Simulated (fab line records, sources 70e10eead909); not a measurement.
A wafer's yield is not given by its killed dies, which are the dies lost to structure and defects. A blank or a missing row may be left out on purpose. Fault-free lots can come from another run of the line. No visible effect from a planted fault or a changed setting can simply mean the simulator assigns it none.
Comparing a struck lot with a sound one / flow nand_harc / 44 steps out of a route of 1159
Sound: wafers L960.2, L960.3, L960.4. Struck: wafers L967.4, L967.5, L967.6. The cause comes at the end.
Per side, at each step with rows, come the tool, then ch with its chambers, and then its first start. Under that, the readings that differ: sound wafers / struck wafers / difference of the means / sigmas: that difference in standard deviations of wafers without a fault.
alike: words and numbers the same on both sides, and readings whose means are apart by under 2 such deviations; not compared: readings that were withheld, readings missing a value for some wafer, numbers with overlapping values and no deviation given by the record, and bounds like >300 which may hide the same value.
Wherever a step has rows on one side only, a row that says differs or no value, or a row with sigmas, the two part there. Numbers that don't overlap but have no deviation are shown without sigmas and don't part them. A reading missing from all wafers of one side parts the sides only when that side holds two or more wafers.

first, 9 steps without rows for these wafers: NHARC_P_ZERO_WELL_DEHYDRATE_03 (time 120 s); NHARC_P_ZERO_WELL_HMDS_04 (time 30 s); NHARC_P_ZERO_WELL_COAT_64 (time 65 s); NHARC_P_ZERO_WELL_COAT_05 (resist thk 600 nm); NHARC_P_ZERO_WELL_SOFTBAKE_06 (time 70 s); NHARC_P_ZERO_WELL_EBR_07; NHARC_P_ZERO_WELL_EXPOSE_08 (exposes mask P ZERO, target cd 500 nm); NHARC_P_ZERO_WELL_PEB_09 (peb time 80 s); NHARC_P_ZERO_WELL_DEVELOP_10 (time 50 s).
NHARC_P_ZERO_WELL_CD_MEAS_11: the cd target is 500 nm.
  sound on cd_sem-02 ch 0, day 4 19:10; struck on cd_sem-01 ch 0, day 6 13:15
  alike: cd_nm
then, 1 step without rows for these wafers: NHARC_P_ZERO_WELL_HARDBAKE_12 (time 65 s).
NHARC_P_ZERO_WELL_DESCUM_13: chemistry O2, time 3 s.
  sound on rie_diel-11 ch 0,2,3, day 4 19:20; struck on rie_diel-11 ch 1,2,3, day 6 13:25
  alike: drypump_motor_current_A, o2_flow_sccm, oes_product_au, rf_vpp_V, showerhead_plenum_p_Torr, throttle_valve_pct
  not compared: rf_hours_counter_h
NHARC_P_ZERO_WELL_ETCH_65: etches the open film in N2/H2, target depth 80 nm, overetch 24 nm, time 87.88 s.
  sound on rie_diel-11 ch 0,1,3, day 4 19:25; struck on rie_diel-11 ch 0,2,3, day 6 13:30
  alike: drypump_motor_current_A, oes_product_au, rf_vpp_V, showerhead_plenum_p_Torr, throttle_valve_pct
  not compared: rf_hours_counter_h
NHARC_P_ZERO_WELL_ETCH_62: etches the open film in CHF3/Ar, target depth 13 nm, time 6.5 s.
  sound on rie_diel-11 ch 1,2,3; struck on rie_diel-11 ch 2,3
  alike: chf3_flow_sccm, drypump_motor_current_A, oes_product_au, rf_vpp_V, showerhead_plenum_p_Torr, throttle_valve_pct
  not compared: rf_hours_counter_h
NHARC_P_ZERO_WELL_ETCH_63: etches the open film in HBr/Cl2, target depth 120 nm, time 40.1 s.
  sound on rie_si-03 ch 1,2,3, day 4 19:35; struck on rie_si-03 ch 0,3, day 6 13:40
  alike: drypump_motor_current_A, oes_product_au, throttle_valve_pct
  not compared: rf_hours_counter_h
then, 9 steps without rows for these wafers: NHARC_P_ZERO_WELL_STRIP_15 (strips in SPM, time 900 s); NHARC_P_ZERO_WELL_DEHYDRATE_16 (time 120 s); NHARC_P_ZERO_WELL_HMDS_17 (time 30 s); NHARC_P_ZERO_WELL_COAT_18; NHARC_P_ZERO_WELL_SOFTBAKE_19 (time 95 s); NHARC_P_ZERO_WELL_EBR_20; NHARC_P_ZERO_WELL_EXPOSE_21 (exposes mask P NWELL, target cd 720 nm); NHARC_P_ZERO_WELL_PEB_22 (peb time 85 s); NHARC_P_ZERO_WELL_DEVELOP_23 (time 70 s).
NHARC_P_ZERO_WELL_CD_MEAS_24: the cd target is 720 nm.
  sound on cd_sem-02 ch 0, day 4 20:23; struck on cd_sem-01 ch 0, day 6 14:35
  alike: cd_nm
then, 1 step without rows for these wafers: NHARC_P_ZERO_WELL_HARDBAKE_25 (time 80 s).
NHARC_P_ZERO_WELL_DESCUM_26: chemistry O2, time 3 s.
  sound on rie_diel-07 ch 0,1,2, day 4 20:32; struck on rie_diel-08 ch 1,2,3, day 6 14:47
reading=rf_hours_counter_h (h); sound=5.4 2.8 4.3; struck=- - -; difference=no value on the struck wafers; sigmas=
  alike: drypump_motor_current_A, o2_flow_sccm, oes_product_au, rf_vpp_V, showerhead_plenum_p_Torr, throttle_valve_pct
then, 12 steps without rows for these wafers: NHARC_P_ZERO_WELL_IMPLANT_27; NHARC_P_ZERO_WELL_IMPLANT_57; NHARC_P_ZERO_WELL_IMPLANT_58; NHARC_P_ZERO_WELL_STRIP_28 (strips in SPM, time 840 s); NHARC_P_ZERO_WELL_DEHYDRATE_29 (time 120 s); NHARC_P_ZERO_WELL_HMDS_30 (time 30 s); NHARC_P_ZERO_WELL_COAT_31; NHARC_P_ZERO_WELL_SOFTBAKE_32 (time 95 s); NHARC_P_ZERO_WELL_EBR_33; NHARC_P_ZERO_WELL_EXPOSE_34 (exposes mask P PWELL, target cd 720 nm); NHARC_P_ZERO_WELL_PEB_35 (peb time 85 s); NHARC_P_ZERO_WELL_DEVELOP_36 (time 70 s).
NHARC_P_ZERO_WELL_CD_MEAS_37: the cd target is 720 nm.
  sound on cd_sem-03 ch 0, day 4 21:54; struck on cd_sem-01 ch 0, day 6 16:15
  alike: cd_nm
then, 1 step without rows for these wafers: NHARC_P_ZERO_WELL_HARDBAKE_38 (time 80 s).
NHARC_P_ZERO_WELL_DESCUM_39: chemistry O2, time 3 s.
  sound on rie_diel-11 ch 1,2,3, day 4 22:04; struck on rie_diel-08 ch 1,2,3, day 6 16:27
reading=rf_hours_counter_h (h); sound=6.5 6.7 7.0; struck=- - -; difference=no value on the struck wafers; sigmas=
  alike: drypump_motor_current_A, o2_flow_sccm, oes_product_au, rf_vpp_V, showerhead_plenum_p_Torr, throttle_valve_pct
NHARC_P_ZERO_WELL_INSPECT_43:
  sound on defect_inspect-01 at day 5 01:32; struck on defect_inspect-01 at day 6 19:45
reading=raw_defect_count; sound=23 13 15; struck=475 528 486; difference=+479; sigmas=+76
-- break in the record here, with 17 days between the starts of the struck wafers on either side (left off in module P_ZERO_WELL, picked up again in module END, where the first step shown is number 1159 on the route) --
NHARC_END_SORT_01:
  only the struck wafers appear in the record here, on prober-02 ch 0 at day 24 01:19; the sound ones have no rows

== WHERE THEY PART ==
Last at NHARC_END_SORT_01 as far as this record goes, first at NHARC_P_ZERO_WELL_DESCUM_26.

WHY: whatever the simulator had introduced
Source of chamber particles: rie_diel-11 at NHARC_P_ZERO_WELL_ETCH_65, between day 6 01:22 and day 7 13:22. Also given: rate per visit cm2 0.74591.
